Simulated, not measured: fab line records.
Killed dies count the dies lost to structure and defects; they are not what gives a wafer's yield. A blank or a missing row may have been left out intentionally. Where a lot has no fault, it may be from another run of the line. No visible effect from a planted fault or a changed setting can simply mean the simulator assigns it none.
Lot-split experiment || flow n5 finfet || 21 wafers read across 7 lots, on a route 1938 steps long

ABOUT THE SPLIT
At N5_BEOL_M11_TRENCH_ETCH_37 (etches SiCOH lowk in C4F6/O2, target depth 148.83 nm, time 48 s), the setting source w was moved away from the recipe's 345 W on 8 of the 21 wafers read, by -16.1% to +8.3%. This setting was run at the recipe's value on the other wafers.

The reading is taken at the split's own step.

THE READING
rf vpp V, in V, at N5_BEOL_M11_TRENCH_ETCH_37 (etches SiCOH lowk in C4F6/O2, target depth 148.83 nm, time 48 s). A value of 666 V with a standard deviation of 8 V is what fault-free wafers of this fab line usually give.

{"wafer": "L075.2", "tool, chamber at the split": "rie diel-03, 1", "source w as run, W": 345, "against the recipe": "recipe", "rf vpp V, V": 660, "against lot-mates on the recipe": "-"}
{"wafer": "L075.3", "tool, chamber at the split": "rie diel-03, 2", "source w as run, W": 345, "against the recipe": "recipe", "rf vpp V, V": 664, "against lot-mates on the recipe": "-"}
{"wafer": "L075.4", "tool, chamber at the split": "rie diel-03, 0", "source w as run, W": 345, "against the recipe": "recipe", "rf vpp V, V": 678, "against lot-mates on the recipe": "-"}
{"wafer": "L081.3", "tool, chamber at the split": "rie diel-03, 2", "source w as run, W": 289.6, "against the recipe": "-16.1%", "rf vpp V, V": 727, "against lot-mates on the recipe": "+73"}
{"wafer": "L081.5", "tool, chamber at the split": "rie diel-03, 3", "source w as run, W": 345, "against the recipe": "recipe", "rf vpp V, V": 654, "against lot-mates on the recipe": "-"}
{"wafer": "L081.6", "tool, chamber at the split": "rie diel-03, 2", "source w as run, W": 289.6, "against the recipe": "-16.1%", "rf vpp V, V": 727, "against lot-mates on the recipe": "+73"}
{"wafer": "L083.3", "tool, chamber at the split": "rie diel-05, 1", "source w as run, W": 345, "against the recipe": "recipe", "rf vpp V, V": 677, "against lot-mates on the recipe": "-"}
{"wafer": "L083.5", "tool, chamber at the split": "rie diel-05, 1", "source w as run, W": 373.7, "against the recipe": "+8.3%", "rf vpp V, V": 649, "against lot-mates on the recipe": -22}
{"wafer": "L083.6", "tool, chamber at the split": "rie diel-05, 2", "source w as run, W": 345, "against the recipe": "recipe", "rf vpp V, V": 664, "against lot-mates on the recipe": "-"}
{"wafer": "L085.4", "tool, chamber at the split": "rie diel-06, 2", "source w as run, W": 345, "against the recipe": "recipe", "rf vpp V, V": 667, "against lot-mates on the recipe": "-"}
{"wafer": "L085.5", "tool, chamber at the split": "rie diel-06, 3", "source w as run, W": 345, "against the recipe": "recipe", "rf vpp V, V": 670, "against lot-mates on the recipe": "-"}
{"wafer": "L085.6", "tool, chamber at the split": "rie diel-06, 0", "source w as run, W": 345, "against the recipe": "recipe", "rf vpp V, V": 655, "against lot-mates on the recipe": "-"}
{"wafer": "L089.1", "tool, chamber at the split": "rie diel-05, 0", "source w as run, W": 345, "against the recipe": "recipe", "rf vpp V, V": 657, "against lot-mates on the recipe": "-"}
{"wafer": "L089.3", "tool, chamber at the split": "rie diel-05, 1", "source w as run, W": 326.4, "against the recipe": "-5.4%", "rf vpp V, V": 695, "against lot-mates on the recipe": "+28"}
{"wafer": "L089.6", "tool, chamber at the split": "rie diel-05, 1", "source w as run, W": 345, "against the recipe": "recipe", "rf vpp V, V": 677, "against lot-mates on the recipe": "-"}
{"wafer": "L094.1", "tool, chamber at the split": "rie diel-06, 2", "source w as run, W": 345, "against the recipe": "recipe", "rf vpp V, V": 667, "against lot-mates on the recipe": "-"}
{"wafer": "L094.3", "tool, chamber at the split": "rie diel-06, 1", "source w as run, W": 324.9, "against the recipe": "-5.8%", "rf vpp V, V": 694, "against lot-mates on the recipe": "+27"}
{"wafer": "L094.6", "tool, chamber at the split": "rie diel-06, 1", "source w as run, W": 324.9, "against the recipe": "-5.8%", "rf vpp V, V": 694, "against lot-mates on the recipe": "+27"}
{"wafer": "L096.1", "tool, chamber at the split": "rie diel-03, 1", "source w as run, W": 313, "against the recipe": "-9.3%", "rf vpp V, V": 696, "against lot-mates on the recipe": "+40"}
{"wafer": "L096.4", "tool, chamber at the split": "rie diel-03, 3", "source w as run, W": 345, "against the recipe": "recipe", "rf vpp V, V": 656, "against lot-mates on the recipe": "-"}
{"wafer": "L096.5", "tool, chamber at the split": "rie diel-03, 3", "source w as run, W": 313, "against the recipe": "-9.3%", "rf vpp V, V": 688, "against lot-mates on the recipe": "+32"}

THE FIT
A straight line over all 21 wafers: rf vpp V changes by -3.52 V for each +1% of source w; r = -0.93; the points scatter about the line by 8.6 V.
The same after taking each lot's own level away (the mean of its wafers on the recipe; 21 wafers): -4.18 V for each +1%; r = -0.97; scatter 6.8 V.
On that fit, the largest move of source w shifts the reading by 67 V.
The lots' own levels span 654.0 to 670.5 V, that is 2.1 times the standard deviation above.
So the slope is not independent of the lot-to-lot level: the two fits are not the same.
Check: +66.7 V against its lot-mates is what the line predicts for one of the wafers moved furthest among these (-16.1%) when that wafer is left out of the fit. It came out at +73 V against them.
Tool readings at the split's step, against how far the setting was moved: rf vpp V r = -0.93.

ADDITIONAL SPLITS CARRIED BY THESE WAFERS
These wafers also went through other splits before the reading. Each is held against what the fit with the lots' levels taken away leaves over:
{"other split on the same wafers": "N5_BEOL_M10_VIA_ETCH_34 bias w", "wafers away from the commonest value": 7, "r with rf vpp V (lot level and that fit taken away)": -0.15}
{"other split on the same wafers": "N5_BEOL_M10_TRENCH_ETCH_37 bias w", "wafers away from the commonest value": 8, "r with rf vpp V (lot level and that fit taken away)": -0.18}
{"other split on the same wafers": "N5_BEOL_M11_VIA_ETCH_34 time s", "wafers away from the commonest value": 7, "r with rf vpp V (lot level and that fit taken away)": "+0.30"}

THE FILE'S OWN FIT
rf vpp V changes by -4.19 V for each +1% of source w, r = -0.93.
